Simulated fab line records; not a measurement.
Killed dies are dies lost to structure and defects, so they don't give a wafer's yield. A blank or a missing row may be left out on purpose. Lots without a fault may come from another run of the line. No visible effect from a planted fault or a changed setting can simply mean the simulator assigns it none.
Comparing a struck lot with a sound one / flow nand harc / 39 out of 1159 route steps
Sound: the wafers L484.1, L484.3, L484.5. Struck: wafer L493.5 (L493.4, L493.6, from the same lot, were not struck and are left out); the cause is given at the end.
Order at every step that has rows: each side's tool, ch and its chambers, its first start. Under that, the readings that differ: sound wafers / struck wafers / difference of the means / sigmas: that difference in standard deviations of wafers without a fault.
alike: a reading whose means differ by less than 2 such deviations, as well as words and numbers matching on both sides. not compared: withheld readings; readings where some wafer has no value; bounds like >300 that might hide an equal value; numbers whose values overlap and for which the record gives no deviation.
A row with sigmas, a row that says differs or no value, or rows on one side alone: a step with any of these is where the two part. Numbers that don't overlap but have no deviation are shown without sigmas and don't part them. Lack of a reading on every wafer of one side parts them only where that side has two or more wafers.

first, 3 steps without rows for these wafers: NHARC_A_STAIRCASE_PEB_182 (peb time 130 s); NHARC_A_STAIRCASE_DEVELOP_183 (time 140 s); NHARC_A_STAIRCASE_HARDBAKE_185 (time 140 s).
NHARC_A_STAIRCASE_DESCUM_186: chemistry O2, time 3 s.
  sound on rie diel-05 ch 0,1,2, day 11 20:28; struck on rie diel-05 ch 0, day 14 09:04
reading=throttle valve pct (%); sound=11.326 11.313 11.305; struck=11.294; difference=-0.021; sigmas=-2
  alike: chamber pressure mTorr, drypump motor current A, oes product au, rf vpp V, showerhead plenum p Torr
  not compared: rf hours counter h
then, 4 steps without rows for these wafers: NHARC_A_STAIRCASE_TRIM_187 (chemistry O2, time 211.2 s); NHARC_A_STAIRCASE_ETCH_188 (etches the open film in C4F8/O2, target depth 100 nm, time 40.5 s); NHARC_A_STAIRCASE_TRIM_189 (chemistry O2, time 211.2 s); NHARC_A_STAIRCASE_ETCH_190 (etches the open film in C4F8/O2, target depth 100 nm, time 40.5 s).
NHARC_A_STAIRCASE_TRIM_191: chemistry O2, time 211.2 s.
  sound on rie diel-05 ch 0,1,3; struck on rie diel-05 ch 2
  alike: chamber pressure mTorr, drypump motor current A, oes product au, rf vpp V, showerhead plenum p Torr, throttle valve pct
  not compared: rf hours counter h
then, 2 steps without rows for these wafers: NHARC_A_STAIRCASE_ETCH_192 (etches the open film in C4F8/O2, target depth 100 nm, time 40.5 s); NHARC_A_STAIRCASE_TRIM_193 (chemistry O2, time 211.2 s).
NHARC_A_STAIRCASE_ETCH_194: etches the open film in C4F8/O2, target depth 100 nm, time 40.5 s.
  sound on rie diel-05 ch 0,1,3, day 11 21:37; struck on rie diel-05 ch 1, day 14 14:22
  alike: chamber pressure mTorr, oes product au, rf vpp V
  not compared: rf hours counter h
then, 23 steps without rows for these wafers: NHARC_A_STAIRCASE_TRIM_196 (chemistry O2, time 211.2 s); NHARC_A_STAIRCASE_ETCH_197 (etches the open film in C4F8/O2, target depth 100 nm, time 40.5 s); NHARC_A_STAIRCASE_TRIM_198 (chemistry O2, time 211.2 s); NHARC_A_STAIRCASE_ETCH_199 (etches the open film in C4F8/O2, target depth 100 nm, time 40.5 s); NHARC_A_STAIRCASE_TRIM_200 (chemistry O2, time 211.2 s); NHARC_A_STAIRCASE_ETCH_201 (etches the open film in C4F8/O2, target depth 100 nm, time 40.5 s); NHARC_A_STAIRCASE_TRIM_202 (chemistry O2, time 211.2 s); NHARC_A_STAIRCASE_ETCH_203 (etches the open film in C4F8/O2, target depth 100 nm, time 40.5 s); NHARC_A_STAIRCASE_STRIP_205 (strips in O2); NHARC_A_STAIRCASE_STRIP_206 (strips in SPM, time 900 s); NHARC_A_STAIRCASE_PRECLEAN_207 (cleans in SC1); NHARC_A_STAIRCASE_SRD_208; NHARC_A_STAIRCASE_DEHYDRATE_209 (time 120 s); NHARC_A_STAIRCASE_HMDS_210 (time 30 s); NHARC_A_STAIRCASE_COAT_211; NHARC_A_STAIRCASE_SOFTBAKE_212 (time 170 s); NHARC_A_STAIRCASE_EBR_213; NHARC_A_STAIRCASE_EXPOSE_214 (exposes mask STAIR 3); NHARC_A_STAIRCASE_PEB_215 (peb time 130 s); NHARC_A_STAIRCASE_DEVELOP_216 (time 140 s); NHARC_A_STAIRCASE_HARDBAKE_218 (time 140 s); NHARC_A_STAIRCASE_DESCUM_219 (chemistry O2, time 3 s); NHARC_A_STAIRCASE_TRIM_220 (chemistry O2, time 211.2 s).
NHARC_A_STAIRCASE_ETCH_221: etches the open film in C4F8/O2, target depth 100 nm, time 40.5 s.
  sound on rie diel-11 ch 0,2; struck on rie diel-11 ch 2
  alike: chamber pressure mTorr, oes product au, rf vpp V
  not compared: rf hours counter h
NHARC_A_STAIRCASE_TRIM_222: chemistry O2, time 211.2 s.
  sound on rie diel-11 ch 0,1,3; struck on rie diel-11 ch 2
reading=rf vpp V (V); sound=55.8 56.0 57.0; struck=58.3; difference=+2.0; sigmas=+2
reading=throttle valve pct (%); sound=17.039 17.036 17.045; struck=17.021; difference=-0.019; sigmas=-2
  alike: chamber pressure mTorr, drypump motor current A, oes product au, showerhead plenum p Torr
  not compared: rf hours counter h
NHARC_A_STAIRCASE_ETCH_223: etches the open film in C4F8/O2, target depth 100 nm, time 40.5 s.
  sound on rie diel-11 ch 0,1; struck on rie diel-11 ch 2
  alike: chamber pressure mTorr, oes product au, rf vpp V
  not compared: rf hours counter h
-- jump in the record: it breaks off in module A_STAIRCASE and resumes in module END (first step shown: number 1159 of the route), and 9 days separate the struck wafers' starts before and after --
NHARC_END_SORT_01:
  only the struck wafers appear in the record here, on prober-02 ch 0 at day 23 14:01; the sound ones have no rows

## WHERE THEY PART
At NHARC_A_STAIRCASE_DESCUM_186 first; at NHARC_END_SORT_01 last (within this record only).

WHY: the cause the simulator had injected
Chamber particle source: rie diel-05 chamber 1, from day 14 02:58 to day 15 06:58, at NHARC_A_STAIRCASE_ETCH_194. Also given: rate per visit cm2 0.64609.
